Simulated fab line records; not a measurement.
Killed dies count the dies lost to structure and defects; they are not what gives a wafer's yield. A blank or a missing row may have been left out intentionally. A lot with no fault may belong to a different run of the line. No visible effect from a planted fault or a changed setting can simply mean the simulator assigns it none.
Comparing a struck lot with a sound one || flow nand_harc || 16 steps out of a route of 1302
Sound: wafers L421.2, L421.3, L421.6. Struck: wafers L425.2, L425.3, L425.5. The cause is named last.
Per side, at each step with rows, come the tool, then ch with its chambers, and then its first start. Under that, the readings that differ: sound wafers || struck wafers || difference of the means || sigmas: that difference in standard deviations of wafers without a fault.
alike: readings whose means differ by less than 2 such deviations, and words and numbers that are the same on both sides. not compared: withheld readings, readings that some wafer has no value for, bounds like >300 that may hide the same value, and numbers for which the record gives no deviation and whose values overlap.
A row with sigmas, a row that says differs or no value, or rows on one side alone: a step with any of these is where the two part. Numbers that have no deviation but don't overlap get no sigmas and don't part them. A reading missing from all wafers of one side parts the sides only when that side holds two or more wafers.

NHARC_P_START_INSPECT_01:
  sound: defect_inspect-02 at day 3 12:02; struck: defect_inspect-01 at day 5 04:02
  alike: raw_defect_count
then, 7 steps without rows for these wafers: NHARC_P_ZERO_WELL_PRECLEAN_00 (cleans in SPM, time 600 s); NHARC_P_ZERO_WELL_SRD_01; NHARC_P_ZERO_WELL_PECVD_02 (deposits SiO2, target thk 10 nm); NHARC_P_ZERO_WELL_DEHYDRATE_03 (time 120 s); NHARC_P_ZERO_WELL_HMDS_04 (time 30 s); NHARC_P_ZERO_WELL_COAT_64 (time 65 s); NHARC_P_ZERO_WELL_COAT_05 (resist thk 600 nm).
NHARC_P_ZERO_WELL_SOFTBAKE_06: time 70 s.
  sound on litho_track-02 ch 0, day 3 12:00; struck on litho_track-02 ch 0, day 5 04:00
{"reading": "heater_power_total_W (W)", "sound": "202.5 200.6 200.8", "struck": "208.6 207.7 207.6", "difference": "+6.7", "sigmas": "+5"}
then, 4 steps without rows for these wafers: NHARC_P_ZERO_WELL_EBR_07; NHARC_P_ZERO_WELL_EXPOSE_08 (exposes mask P ZERO, target cd 500 nm); NHARC_P_ZERO_WELL_PEB_09 (peb time 80 s); NHARC_P_ZERO_WELL_DEVELOP_10 (time 50 s).
NHARC_P_ZERO_WELL_CD_MEAS_11: target cd 500 nm.
  sound on cd_sem-03 ch 0, day 3 13:07; struck on cd_sem-01 ch 0, day 5 05:19
{"reading": "cd_nm (nm)", "sound": "501.2 500.1 503.1", "struck": "509.6 512.3 507.9", "difference": "+8.5", "sigmas": "+4"}
then, 2 steps without rows for these wafers: NHARC_P_ZERO_WELL_HARDBAKE_12 (time 65 s); NHARC_END_SORT_01.

WHERE THEY PART
Last at NHARC_P_ZERO_WELL_CD_MEAS_11 as far as this record goes, first at NHARC_P_ZERO_WELL_SOFTBAKE_06.

WHY: whatever the simulator had introduced
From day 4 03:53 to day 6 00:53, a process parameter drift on litho_track-02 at NHARC_P_ZERO_WELL_SOFTBAKE_06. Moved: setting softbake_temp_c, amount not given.
